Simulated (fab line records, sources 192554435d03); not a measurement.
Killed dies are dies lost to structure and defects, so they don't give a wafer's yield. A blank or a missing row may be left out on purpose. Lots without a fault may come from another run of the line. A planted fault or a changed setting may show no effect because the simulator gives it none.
fab line records | flow n5_finfet
record lots=6 wafers=17 last_day=18
route steps=1938 shown PMOS_HMC_CHANNEL_EPI@86 FIN_SAQP@90 PASSIVATION@1936
lots that met no fault: from a run of the same line without faults
start_h: hours from the record's first day to the start of the lot's first wafer shown | wait_h: hours since the lot's step before | " the same as in the row above | L1.1+2: a row that stands for several wafers | - no value, or no start given | * or withheld: withheld | < > ~ a bound
route shown NAME@n: a module of which the file shows steps, and the number in the route of the first | usual: mean/standard deviation of fault-free wafers | same: alike in all rows | chamber/n: place in a boat | sites: the reading at each site | _std_site: their standard deviation | _edge_site: outer sites' mean less inner sites' | radius_mm: how far each site lies from the wafer's centre | mask NAME#n: copy n | behind: the tool/chamber that last shaped the wafer | hold: why the lot was held/for how many hours/how that ended | device: the transistor (n, p or np) that didn't switch | end of line: the same wafers' tests at the end of the route | a step without rows: its recipe alone | killed: dies lost to structure and defects at the first sort, not the wafer's yield | map: a wafer's dies, x killed, . not, _ none there
set.NAME: the setting as run; set.NAME@STEP: as run at that earlier step | model.NAME: the simulator's own value behind a step, which no gauge read
lots at some steps of the route; a table a step, a row a wafer
services: from which hour (start_h, from the record's first day; less than 0 if before it) a tool's chamber was out of use, for how many hours, and why
## steps
# step N5_PMOS_HMC_CHANNEL_EPI_SRD_25
# recipe dry=ipa_marangoni do_ppb=5 time_s=30 temp_c=23 rinse_liquid=diw
# step N5_PMOS_HMC_CHANNEL_EPI_EPI_26
# recipe material=Si target_thk_a=38 temp_c=650 precursor=SiH4/H2 pressure_torr=20 time_s=22.7
# step N5_PMOS_HMC_CHANNEL_EPI_INSPECT_30
# recipe inspect_instrument=darkfield mode=post_epi
# usual raw_defect_count=17/6
# columns lot.wafer tool chamber start_h wait_h raw_defect_count
L421.2 defect_inspect-02 - 46.59 0.0 23
L421.3 " - " " 12
L421.5 " - " " 11
L422.2 defect_inspect-02 - 50.64 0.0 31
L422.4 " - " " 14
L422.5 " - " " 21
L425.2 defect_inspect-01 - 68.66 0.0 18
L425.4 " - " " 10
L431.2 defect_inspect-02 - 104.50 0.0 24
L431.5 " - " " 19
L431.6 " - " " 26
L436.1 defect_inspect-01 - 134.57 0.0 11
L436.2 " - " " 10
L436.5 " - " " 15
L439.1 defect_inspect-01 - 152.64 0.0 25
L439.3 " - " " 14
L439.5 " - " " 16
# step N5_FIN_SAQP_PRECLEAN_42
# recipe chemistry=O3/DIW time_s=60 temp_c=22 o3_ppm=10
# step N5_FIN_SAQP_PRECLEAN_00
# recipe chemistry=SC1 time_s=60 temp_c=55 mix=1:2:50
# step N5_FIN_SAQP_PRECLEAN_44
# recipe chemistry=SC2 time_s=45 temp_c=35 mix=1:1:50
# step N5_FIN_SAQP_SRD_01
# recipe dry=ipa_marangoni time_s=30 temp_c=23 rinse_liquid=diw
# step N5_FIN_SAQP_ALD_61
# recipe material=SiO2 target_thk_a=40 temp_c=300 ald_precursor_family=BDEAS ald_co_reactant=O2-plasma pulse_time_s=1 purge_time_s=2 co_reactant_purge_time_s=2 ald_cycles=43 pressure_torr=2
# usual heater_power_w=474/49 precursor_pulse_height_rel=1.001/0.019
# columns lot.wafer tool chamber start_h wait_h heater_power_w precursor_pulse_height_rel
L421.2 ald_sin-04 2 46.71 0.0 468 1.018
L421.3 " 3 " " 525 1.007
L421.5 " 1 " " 476 1.009
L422.2 ald_sin-03 3 51.77 1.0 424 0.985
L422.4 " 0 " " 597 1.015
L422.5 " 3 " " 433 1.039
L425.2 ald_sin-03 3 68.79 0.0 432 0.949
L425.4 " 0 " " 587 0.976
L431.2 ald_sin-04 0 104.62 0.0 426 0.967
L431.5 " 0 " " 419 1.015
L431.6 " 1 " " 484 1.010
L436.1 ald_sin-01 3 134.70 0.0 484 0.981
L436.2 " 1 " " 455 0.994
L436.5 " 3 " " 493 0.991
L439.1 ald_sin-03 3 152.77 0.0 424 0.998
L439.3 " 1 " " 439 1.004
L439.5 " 0 " " 603 1.015
# step N5_FIN_SAQP_DENSIFY_62
# recipe temp_c=700 time_s=60 ambient=N2 idle_temp_c=600 ramp_up_c_per_s=150 ramp_down_c_per_s=60 cool_to_c=600
# step N5_FIN_SAQP_HM_DEP_03
# recipe material=SiNx target_thk_a=380 temp_c=400 precursor=SiH4/NH3/N2 pressure_torr=1.5 rf_w=300 time_s=33.6
# step N5_FIN_SAQP_THK_MEAS_05
# usual thk_nm=38.1/0.59
# columns lot.wafer tool chamber start_h wait_h thk_nm
L421.2 film_metro-01 - 47.24 0.1 37.4
L421.3 " - " " 38.5
L421.5 " - " " 38.9
L422.2 film_metro-01 - 52.36 0.1 37.6
L422.4 " - " " 38.0
L422.5 " - " " 37.9
L425.2 film_metro-02 - 69.29 0.1 38.1
L425.4 " - " " 38.5
L431.2 film_metro-02 - 105.13 0.1 37.7
L431.5 " - " " 37.8
L431.6 " - " " 38.5
L436.1 film_metro-01 - 135.20 0.1 39.0
L436.2 " - " " 38.7
L436.5 " - " " 39.2
L439.1 film_metro-01 - 153.38 0.1 37.3
L439.3 " - " " 37.2
L439.5 " - " " 37.8
# step N5_FIN_SAQP_PECVD_47
# recipe material=a-Si target_thk_a=450 temp_c=400 precursor=SiH4/He pressure_torr=3 rf_w=100 time_s=36.3
# usual heater_power_w=853/95 run_length_s=72.7/0.39 showerhead_plenum_p_Torr=5.70/0.065 throttle_valve_pct=17.8/1.1
# columns lot.wafer tool chamber start_h wait_h heater_power_w run_length_s showerhead_plenum_p_Torr throttle_valve_pct model.a-Si_of_FIN_SAQP_PECVD_47.thk_nm
L421.2 pecvd-03 0 47.28 0.0 969 72.9 5.76 17.0 44.76
L421.3 " 0 " " 970 73.1 5.75 17.1 45.39
L421.5 " 1 " " 799 73.2 5.71 17.7 45.24
L422.2 pecvd-03 0 52.40 0.0 995 65.5 5.75 16.9 35.1
L422.4 " 1 " " 716 72.6 5.72 17.6 44.96
L422.5 " 0 " " 1065 65.1 5.77 16.6 36.19
L425.2 pecvd-03 1 69.33 0.0 821 64.9 5.71 17.8 35.83
L425.4 " 0 " " 890 73.3 5.76 17.2 45.48
L431.2 pecvd-02 1 105.17 0.0 697 72.1 5.61 17.8 45.48
L431.5 " 0 " " 896 72.6 5.60 17.3 45.56
L431.6 " 2 " " 734 72.9 5.63 18.4 45.99
L436.1 pecvd-02 1 135.24 0.0 651 73.2 5.61 17.7 44.97
L436.2 " 0 " " 884 72.9 5.60 17.5 43.9
L436.5 " 0 " " 932 72.6 5.61 17.5 44.69
L439.1 pecvd-03 0 153.42 0.0 927 73.2 5.75 17.4 45.67
L439.3 " 1 " " 750 72.6 5.70 17.6 44.78
L439.5 " 2 " " 860 72.7 5.78 17.3 45.75
# step N5_FIN_SAQP_PECVD_48
# recipe material=SiNx target_thk_a=250 temp_c=400 precursor=SiH4/NH3/N2 pressure_torr=1.5 rf_w=300 time_s=22.1
# usual heater_power_w=771/77 showerhead_plenum_p_Torr=5.19/0.089 throttle_valve_pct=39.1/2.3
# same time_s=22.1
# columns lot.wafer tool chamber start_h wait_h heater_power_w showerhead_plenum_p_Torr throttle_valve_pct
L421.2 pecvd-03 0 47.34 0.0 808 5.24 37.2
L421.3 " 0 " " 814 5.28 37.6
L421.5 " 1 " " 788 5.19 38.5
L422.2 pecvd-03 0 52.44 0.0 788 5.26 37.3
L422.4 " 1 " " 791 5.19 38.5
L422.5 " 0 " " 804 5.25 37.1
L425.2 pecvd-03 1 69.37 0.0 762 5.19 38.6
L425.4 " 0 " " 914 5.26 37.3
L431.2 pecvd-02 1 105.21 0.0 664 5.06 39.2
L431.5 " 0 " " 748 5.06 38.9
L431.6 " 2 " " 768 5.10 40.4
L436.1 pecvd-02 1 135.28 0.0 667 5.04 39.0
L436.2 " 0 " " 796 5.05 38.8
L436.5 " 0 " " 785 5.05 38.8
L439.1 pecvd-03 0 153.46 0.0 942 5.27 37.6
L439.3 " 1 " " 739 5.17 38.7
L439.5 " 2 " " 786 5.28 37.9
# step N5_FIN_SAQP_PECVD_06
# recipe material=a-Si target_thk_a=600 temp_c=400 precursor=SiH4/He pressure_torr=3 rf_w=100 time_s=48.1
# step N5_FIN_SAQP_THK_MEAS_07
# usual thk_nm=60.1/0.73
# columns lot.wafer tool chamber start_h wait_h thk_nm
L421.2 film_metro-01 - 47.52 0.1 58.4
L421.3 " - " " 59.7
L421.5 " - " " 60.5
L422.2 film_metro-02 - 52.57 0.1 58.9
L422.4 " - " " 60.4
L422.5 " - " " 60.6
L425.2 film_metro-02 - 69.50 0.1 59.8
L425.4 " - " " 60.9
L431.2 film_metro-02 - 105.34 0.1 60.3
L431.5 " - " " 59.8
L431.6 " - " " 60.8
L436.1 film_metro-01 - 135.41 0.1 60.0
L436.2 " - " " 59.3
L436.5 " - " " 60.0
L439.1 film_metro-02 - 153.59 0.1 60.7
L439.3 " - " " 59.6
L439.5 " - " " 61.3
# step N5_FIN_SAQP_HM_DEP_72
# recipe material=SiO2 target_thk_a=120 temp_c=400 precursor=SiH4/N2O pressure_torr=0.75 rf_w=275 time_s=7.2
# usual heater_power_w=775/88 showerhead_plenum_p_Torr=8.21/0.19
# same time_s=7.2
# columns lot.wafer tool chamber start_h wait_h heater_power_w showerhead_plenum_p_Torr
L421.2 pecvd-03 0 47.55 0.0 926 8.42
L421.3 " 0 " " 948 8.39
L421.5 " 0 " " 943 8.39
L422.2 pecvd-02 0 52.60 0.0 816 7.98
L422.4 " 2 " " 794 8.06
L422.5 " 0 " " 808 8.00
L425.2 pecvd-01 0 69.53 0.0 754 8.12
L425.4 " 2 " " 777 8.49
L431.2 pecvd-03 2 105.37 0.0 760 8.45
L431.5 " 0 " " 931 8.39
L431.6 " 1 " " 687 8.23
L436.1 pecvd-01 0 135.45 0.0 711 8.14
L436.2 " 2 " " 765 8.51
L436.5 " 2 " " 780 8.51
L439.1 pecvd-01 0 153.63 0.0 656 8.10
L439.3 " 2 " " 845 8.50
L439.5 " 0 " " 647 8.13
# step N5_FIN_SAQP_COAT_49
# recipe resist=SOC temp_c=250 time_s=60 spin_rpm=1500 resist_thk_nm=100
# step N5_FIN_SAQP_COAT_50
# recipe resist=SiARC temp_c=220 time_s=60 spin_rpm=1500 resist_thk_nm=35
# step N5_FIN_SAQP_COAT_10
# recipe resist=CAR-ArF spin_rpm=1500 resist_thk_nm=90
# step N5_FIN_SAQP_EBR_12
# recipe solvent=PGMEA ebr_width_mm=1.5
# step N5_FIN_SAQP_SOFTBAKE_11
# recipe temp_c=110 time_s=60 resist=CAR-ArF
# step N5_FIN_SAQP_EXPOSE_13
# recipe mask_id=FIN_CORE na=1.35 source_shape=dipole sigma_inner=0.538 sigma_outer=0.738 polarization=te target_cd_nm=35.6 dose_mj=63.25
# step N5_FIN_SAQP_PEB_14
# recipe peb_temp_c=withheld peb_time_s=60 resist=CAR-ArF
# step N5_FIN_SAQP_DEVELOP_15
# recipe develop_time_s=30 developer=TMAH resist=CAR-ArF dev_temp_c=23 rinse_liquid=diw dry=air_spin
# step N5_FIN_SAQP_CD_MEAS_16
# recipe target_cd_nm=35.6 landing_energy_ev=500 detector=se_inlens
# usual cd_nm=35.63/0.29
# columns lot.wafer tool chamber start_h wait_h cd_nm
L421.2 cd_sem-03 0 48.03 - 35.67
L421.3 " 0 " " 35.29
L421.5 " 0 " " 35.75
L422.2 cd_sem-03 0 53.05 - 35.48
L422.4 " 0 " " 35.58
L422.5 " 0 " " 35.01
L425.2 cd_sem-01 0 69.98 - 35.47
L425.4 " 0 " " 36.24
L431.2 cd_sem-03 0 105.71 - 35.91
L431.5 " 0 " " 35.87
L431.6 " 0 " " 35.50
L436.1 cd_sem-01 0 135.89 - 35.87
L436.2 " 0 " " 35.93
L436.5 " 0 " " 35.70
L439.1 cd_sem-01 0 154.07 - 35.76
L439.3 " 0 " " 35.75
L439.5 " 0 " " 35.02
# step N5_FIN_SAQP_OVL_MEAS_17
# recipe points_per_wafer=44
# usual FIN_CORE_OVL=-0.4/0.93
# columns lot.wafer tool chamber start_h wait_h FIN_CORE_OVL[nm]
L421.2 overlay-02 0 48.06 0.0 -2.5
L421.3 " 0 " " -2.3
L421.5 " 0 " " -2.2
L422.2 overlay-02 0 53.10 0.0 -0.2
L422.4 " 0 " " -0.5
L422.5 " 0 " " -0.5
L425.2 overlay-02 0 70.02 0.0 -1.4
L425.4 " 0 " " -0.5
L431.2 overlay-02 0 105.75 0.0 -2.1
L431.5 " 0 " " -1.5
L431.6 " 0 " " -1.8
L436.1 overlay-01 0 135.93 0.0 -0.6
L436.2 " 0 " " -0.1
L436.5 " 0 " " -0.1
L439.1 overlay-02 0 154.11 0.0 -0.3
L439.3 " 0 " " -0.7
L439.5 " 0 " " -1.5
# step N5_FIN_SAQP_INSPECT_18
# recipe mode=adi inspect_instrument=brightfield
# usual raw_defect_count=364/100
# columns lot.wafer tool chamber start_h wait_h raw_defect_count
L421.2 defect_inspect-02 - 48.09 0.0 374
L421.3 " - " " 309
L421.5 " - " " 392
L422.2 defect_inspect-01 - 53.12 0.0 331
L422.4 " - " " 389
L422.5 " - " " 243
L425.2 defect_inspect-01 - 70.04 0.0 349
L425.4 " - " " 203
L431.2 defect_inspect-01 - 105.77 0.0 523
L431.5 " - " " 614
L431.6 " - " " 788
L436.1 defect_inspect-02 - 135.96 0.0 459
L436.2 " - " " 418
L436.5 " - " " 334
L439.1 defect_inspect-02 - 154.14 0.0 373
L439.3 " - " " 304
L439.5 " - " " 463
# step N5_FIN_SAQP_DESCUM_21
# recipe chemistry=O2 time_s=7.9 source_power_w=50 bias_power_w=20 pressure_mtorr=20 rf_frequency_hz=2.712e+07 temp_c=40 resist=CAR-ArF o2_flow_sccm=225
# step N5_FIN_SAQP_ETCH_51
# recipe chemistry=CF4 target=SiARC target_depth_a=455 mask_material=CAR-ArF time_s=75.8 ion_energy_ev=80 pressure_mtorr=40 source_w=545 bias_w=36 Ar_flow_sccm=100 cf4_flow_sccm=100 ends=cleared
# step N5_FIN_SAQP_ETCH_52
# recipe chemistry=N2/H2 target=SOC target_depth_a=1000 overetch_a=200 mask_material=SiARC temp_c=40 time_s=150 ion_energy_ev=200 pressure_mtorr=30 source_w=840 bias_w=150 n2_flow_sccm=200 h2_flow_sccm=200 ends=end_point
# step N5_FIN_SAQP_STRIP_53
# recipe chemistry=N2/H2 temp_c=40 n2_flow_sccm=200 h2_flow_sccm=200 rf_frequency_hz=6e+07
# step N5_FIN_SAQP_HM_OPEN_73
# recipe chemistry=CHF3/O2 target=SiO2 stop_on=a-Si target_depth_a=120 over_etch_frac=1.8 mask_material=SOC time_s=16.8 pressure_mtorr=30 source_w=650 bias_w=170 Ar_flow_sccm=200 CHF3_flow_sccm=50 O2_flow_sccm=5 ion_energy_ev=200 ends=end_point
# usual drypump_motor_current_A=5.9/0.52 oes_product_au=0.48/0.054 rf_vpp_V=520/9.7 showerhead_plenum_p_Torr=2.37/0.039 throttle_valve_pct=18.75/0.24
# columns lot.wafer tool chamber start_h wait_h drypump_motor_current_A oes_product_au rf_hours_counter_h rf_vpp_V showerhead_plenum_p_Torr throttle_valve_pct
L421.2 rie_diel-05 1 48.32 0.0 6.4 0.58 4 530 2.38 18.65
L421.3 " 0 " " 6.0 0.49 85 512 2.33 18.56
L421.5 " 0 " " 6.0 0.49 - 514 2.33 18.57
L422.2 rie_diel-05 2 53.97 0.0 6.5 0.45 158 535 2.40 18.80
L422.4 " 1 " " 6.4 0.59 - 529 2.38 18.65
L422.5 " 2 " " 6.6 0.45 - 536 2.40 18.80
L425.2 rie_diel-05 0 70.37 0.0 6.0 0.48 94 513 2.33 18.59
L425.4 " 2 " " 6.6 0.44 164 537 2.40 18.80
L431.2 rie_diel-05 1 106.01 0.0 6.4 0.55 26 527 2.37 18.67
L431.5 " 2 " " 6.6 0.44 - 534 2.39 18.82
L431.6 " 3 " " 4.9 0.53 - 521 2.37 18.31
L436.1 rie_diel-02 1 136.29 0.0 5.5 0.55 19 516 2.37 18.30
L436.2 " 3 " " 6.0 0.42 206 530 2.39 19.03
L436.5 " 3 " " 6.0 0.44 - 532 2.39 19.05
L439.1 rie_diel-05 3 154.45 0.0 4.9 0.51 31 520 2.37 18.32
L439.3 " 0 " " 6.0 0.47 121 512 2.32 18.63
L439.5 " 2 " " 6.6 0.44 - 536 2.38 18.86
# step N5_FIN_SAQP_STRIP_74
# recipe chemistry=CHF3/O2 resist=SiARC rf_frequency_hz=6e+07
# step N5_FIN_SAQP_MANDREL_ETCH_22
# recipe target_depth_a=600 chemistry=HBr/Cl2 target=a-Si stop_on=SiNx bt_time_s=10 over_etch_frac=0.5 time_s=30 pressure_mtorr=10 icp_w=800 bias_w=75 HBr_flow_sccm=150 Cl2_flow_sccm=80 ends=end_point
# usual drypump_motor_current_A=5.9/0.39 oes_product_au=0.767/0.013 throttle_valve_pct=35.23/0.25
# same bt_time_s=10
# columns lot.wafer tool chamber start_h wait_h drypump_motor_current_A oes_product_au rf_hours_counter_h throttle_valve_pct
L421.2 rie_si-05 1 48.40 0.0 6.5 0.752 8 35.45
L421.3 " 0 " " 5.7 0.772 85 35.05
L421.5 " 0 " " 5.7 0.776 - 35.03
L422.2 rie_si-02 0 54.05 0.0 6.2 0.754 101 35.03
L422.4 " 3 " " 5.6 0.751 96 35.25
L422.5 " 3 " " 5.6 0.755 - 35.26
L425.2 rie_si-02 3 70.45 0.0 5.6 0.738 96 35.26
L425.4 " 1 " " 6.3 0.775 124 35.67
L431.2 rie_si-05 1 106.09 0.0 6.4 0.767 9 35.42
L431.5 " 3 " " 5.6 0.751 - 35.00
L431.6 " 2 " " 5.2 0.795 - 35.05
L436.1 rie_si-02 3 136.41 0.0 5.6 0.740 98 35.27
L436.2 " 0 " " 6.3 0.760 103 35.04
L436.5 " 2 " " 6.0 0.777 - 35.53
L439.1 rie_si-05 2 154.54 0.0 5.2 0.783 3 35.05
L439.3 " 1 " " 6.4 0.762 10 35.44
L439.5 " 0 " " 5.7 0.770 - 35.02
# step N5_FIN_SAQP_STRIP_55
# recipe chemistry=N2/H2 power_w=500 temp_c=40 pressure_mtorr=50 rf_frequency_hz=6e+07 overash_fraction=0.3 bias_power_w=28 h2_frac=0.5 n2_flow_sccm=300 h2_flow_sccm=300
# step N5_FIN_SAQP_STRIP_23
# recipe chemistry=SPM time_s=750 temp_c=130 h2so4_h2o2_vol_ratio=4
# step N5_FIN_SAQP_SRD_66
# recipe dry=ipa_marangoni time_s=30 temp_c=23 rinse_liquid=diw
# step N5_FIN_SAQP_RECESS_75
# recipe chemistry=HF/NH3 target=SiO2 target_depth_a=144 afs_cycles=3 temp_c=30 sublimation_temp_c=180 sublimation_time_s=60
# step N5_FIN_SAQP_SPACER1_ALD_24
# recipe material=SiO2 target_thk_a=203 temp_c=300 ald_precursor_family=BDEAS ald_co_reactant=O2-plasma pulse_time_s=1 purge_time_s=2 co_reactant_purge_time_s=2 ald_cycles=218 pressure_torr=2
# step N5_FIN_SAQP_SPACER1_ETCHBACK_25
# recipe chemistry=CHF3/O2 mode=anisotropic_etchback target=SiO2 target_depth_a=244 time_s=12.2 pressure_mtorr=30 source_w=650 bias_w=170 Ar_flow_sccm=200 CHF3_flow_sccm=50 O2_flow_sccm=5 ion_energy_ev=200
# step N5_FIN_SAQP_MANDREL1_REMOVE_56
# recipe chemistry=HBr/Cl2/O2 bt_time_s=10 target=a-Si stop_on=SiNx endpoint=OES-SiCl over_etch_frac=1 icp_w=600 bias_w=22 HBr_flow_sccm=150 Cl2_flow_sccm=80 O2_flow_sccm=5 pressure_mtorr=10
# step N5_FIN_SAQP_MANDREL_ETCH_58
# recipe chemistry=HBr/Cl2 target=a-Si target_depth_a=450 bt_time_s=10 stop_on=SiNx mask_material=SiO2 over_etch_frac=0.8 time_s=27 pressure_mtorr=10 icp_w=800 bias_w=75 HBr_flow_sccm=150 Cl2_flow_sccm=80 ends=end_point
# usual drypump_motor_current_A=5.9/0.37 oes_product_au=0.697/0.013 throttle_valve_pct=35.51/0.25
# same bt_time_s=10
# columns lot.wafer tool chamber start_h wait_h drypump_motor_current_A oes_product_au rf_hours_counter_h throttle_valve_pct model.etch.depth_nm
L421.2 rie_si-02 3 50.56 0.0 5.5 0.674 96 35.47 44.76
L421.3 " 1 " " 6.3 0.694 123 35.88 45.39
L421.5 " 0 " " 6.2 0.694 - 35.23 45.24
L422.2 rie_si-05 1 56.24 0.0 6.5 0.603 8 35.79 35.1
L422.4 " 0 " " 5.8 0.699 85 35.25 44.96
L422.5 " 1 " " 6.5 0.615 - 35.79 36.19
L425.2 rie_si-02 0 72.48 0.0 6.3 0.613 102 35.39 35.83
L425.4 " 1 " " 6.3 0.704 124 35.88 45.48
L431.2 rie_si-02 2 108.68 0.0 6.0 0.719 115 35.73 45.48
L431.5 " 1 " " 6.3 0.699 - 35.87 45.56
L431.6 " 2 " " 6.0 0.718 - 35.74 45.99
L436.1 rie_si-02 0 139.47 0.0 6.3 0.697 103 35.23 44.97
L436.2 " 1 " " 6.3 0.677 125 35.90 43.9
L436.5 " 0 " " 6.2 0.694 - 35.24 44.69
L439.1 rie_si-05 1 156.60 0.0 6.5 0.696 10 35.61 45.67
L439.3 " 0 " " 5.7 0.696 87 35.24 44.78
L439.5 " 0 " " 5.7 0.704 - 35.23 45.75
# step N5_PASSIVATION_PROBE_49
# usual killed_at_M0_to_M3=36/10 killed_at_M4_up=13/5.5 killed_at_contacts=12/5.6 killed_at_front_end=42/12 killed_at_other=4/3.2 killed_dies=108/18 killed_on_rim=15/4.1 killed_open=71/13 killed_short=34/7.8
# same gross_dies=1180 killed_at_back_side=0
# columns lot.wafer tool chamber start_h wait_h killed_at_M0_to_M3 killed_at_M4_up killed_at_contacts killed_at_front_end killed_at_other killed_dies killed_on_rim killed_open killed_short
L422.2 prober-01 - 289.83 0.1 32 8 9 26 5 80 13 58 22
L422.4 prober-01 - 289.93 0.2 51 3 5 28 5 92 15 58 34
L422.5 prober-01 - 289.98 0.2 37 19 10 27 3 96 16 62 32
L425.2 prober-01 - 320.20 0.1 31 7 4 34 3 79 11 54 24
L425.4 prober-01 - 320.30 0.2 27 5 2 19 2 55 7 30 23
L431.2 prober-01 - 376.71 0.1 27 16 11 53 4 111 15 75 36
L436.1 prober-01 - 399.11 0.0 29 4 17 37 13 100 12 63 36
L436.2 prober-01 - 399.16 0.1 53 9 10 32 8 112 12 74 38
L436.5 prober-01 - 399.31 0.2 38 13 18 47 6 122 13 85 37
# killed by level:class
L422.2 FIN_SAQP:geometric_particle:open=11 BEOL_M2:geometric_particle:open=11 BEOL_M0_SAQP:geometric_particle:short=6 MOL_CONTACT_COAG:geometric_particle:open=6 BEOL_M3:geometric_particle:open=6 STI_FIN_REVEAL:geometric_particle:open=4 DUMMY_GATE:geometric_particle:open=4 BEOL_M5:geometric_particle:open=4
L422.4 BEOL_M0_SAQP:geometric_particle:open=17 BEOL_M0_SAQP:geometric_particle:short=14 FIN_SAQP:geometric_particle:open=9 BEOL_M2:geometric_particle:open=7 MOL_CONTACT_COAG:geometric_particle:open=5 DUMMY_GATE:geometric_particle:open=4 BEOL_M1:geometric_particle:open=4 GATE_CUT:geometric_particle:short=3
L422.5 BEOL_M0_SAQP:geometric_particle:open=12 BEOL_M0_SAQP:geometric_particle:short=10 FIN_SAQP:geometric_particle:short=8 FIN_SAQP:geometric_particle:open=8 MOL_CONTACT_COAG:geometric_particle:open=8 BEOL_M2:geometric_particle:open=7 BEOL_M4:geometric_particle:open=5 DUMMY_GATE:geometric_particle:open=4
L425.2 FIN_SAQP:geometric_particle:open=11 BEOL_M0_SAQP:geometric_particle:open=7 BEOL_M0_SAQP:geometric_particle:short=7 FIN_SAQP:geometric_particle:short=6 DUMMY_GATE:geometric_particle:open=5 BEOL_M1:geometric_particle:open=5 BEOL_M2:geometric_particle:open=5 MOL_CONTACT_COAG:geometric_particle:open=4
L425.4 BEOL_M0_SAQP:geometric_particle:short=8 BEOL_M0_SAQP:geometric_particle:open=5 DUMMY_GATE:geometric_particle:open=4 FIN_SAQP:geometric_particle:open=3 BEOL_M1:geometric_particle:open=3 BEOL_M3:geometric_particle:open=3 FIN_CUT:geometric_particle:short=2 MOL_CONTACT_COAG:geometric_particle:open=2
L431.2 STI_FIN_REVEAL:geometric_particle:open=21 BEOL_M0_SAQP:geometric_particle:short=12 FIN_SAQP:geometric_particle:open=11 BEOL_M4:geometric_particle:open=9 MOL_CONTACT_COAG:geometric_particle:open=6 BEOL_M0_SAQP:geometric_particle:open=6 MOL_CONTACT_COAG:geometric_particle:short=5 BEOL_M1:geometric_particle:open=5
L436.1 FIN_SAQP:geometric_particle:open=11 MOL_CONTACT_COAG:geometric_particle:open=10 FIN_SAQP:geometric_particle:short=8 BEOL_M0_SAQP:geometric_particle:short=8 MOL_CONTACT_COAG:geometric_particle:short=7 BEOL_M1:geometric_particle:open=5 BEOL_M2:geometric_particle:open=5 BEOL_M0_SAQP:geometric_particle:open=4
L436.2 BEOL_M0_SAQP:geometric_particle:short=18 BEOL_M1:geometric_particle:open=13 BEOL_M0_SAQP:geometric_particle:open=8 MOL_CONTACT_COAG:geometric_particle:open=8 FIN_SAQP:geometric_particle:open=5 STI_FIN_REVEAL:geometric_particle:open=5 MIM_TOP_ETCH:geometric_particle:open=5 BEOL_M2:geometric_particle:open=5
L436.5 FIN_SAQP:geometric_particle:open=15 MOL_CONTACT_COAG:geometric_particle:open=15 FIN_SAQP:geometric_particle:short=10 BEOL_M3:geometric_particle:open=9 BEOL_M4:geometric_particle:open=7 BEOL_M2:geometric_particle:open=7 DUMMY_GATE:geometric_particle:open=6 BEOL_M0_SAQP:geometric_particle:short=6
## services
# columns tool chamber start_h hours kind
pecvd-01 - 25.07 28.1 pm
rie_diel-02 2 28.12 8.7 repair
ald_sin-04 - 31.69 0.3 repair
ald_sin-03 2 32.14 6.8 repair
rie_diel-02 3 37.87 1.7 repair
rie_diel-05 3 38.24 - clean
rie_diel-05 3 38.24 - consumable_replace:focus_ring
rie_diel-05 3 38.24 23.9 scheduled_down
rie_diel-05 3 38.24 23.9 vent_cycle
pecvd-02 2 54.18 2.1 scheduled_down
ald_sin-04 0 58.68 3.3 repair
pecvd-02 1 72.95 5.0 scheduled_down
rie_diel-02 1 74.76 - clean
rie_diel-02 1 74.76 - consumable_replace:focus_ring
rie_diel-02 1 74.76 16.1 scheduled_down
pecvd-03 1 98.58 5.5 scheduled_down
ald_sin-04 0 101.13 1.9 repair
pecvd-01 2 103.91 1.8 repair
pecvd-01 0 104.24 2.1 scheduled_down
pecvd-01 1 108.98 5.5 scheduled_down
pecvd-02 1 115.72 5.5 scheduled_down
rie_diel-02 0 126.72 16.1 repair
rie_si-05 - 130.48 14.6 pm
pecvd-03 - 148.09 0.9 repair
## key
first_sign step=N5_FIN_SAQP_PECVD_47 reading=run_length_s direction=down sigmas=19 usual=* struck=*
effect step=N5_FIN_SAQP_MANDREL_ETCH_58 reading=oes_product_au direction=down sigmas=6.9 usual=0.697 struck=0.610
model_effect step=N5_FIN_SAQP_PECVD_47 value=a-Si_of_FIN_SAQP_PECVD_47.thk_nm without=45.32 struck=35.71
model_effect step=N5_FIN_SAQP_MANDREL_ETCH_58 value=etch.depth_nm without=45.32 struck=35.71
met_at N5_FIN_SAQP_PECVD_47
struck_wafers L422.2,L422.5,L425.2
tester_left_out L422,L425
onset_between 47.28 52.40
fault kind=process_parameter_drift tool=pecvd-03 chamber=- onset_h=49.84 steps=N5_FIN_SAQP_PECVD_47 channel=time_s offset=* shape=step end_h=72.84 scope=struck_wafers_only acts_in=* stated=*
# tester_left_out: of these lots the tester's yield and bins aren't shown, on N5 and GAA mostly nor the transistor test; their killed dies are dies lost to structure and defects alone, not to doping, threshold or leakage, so they don't give the yield
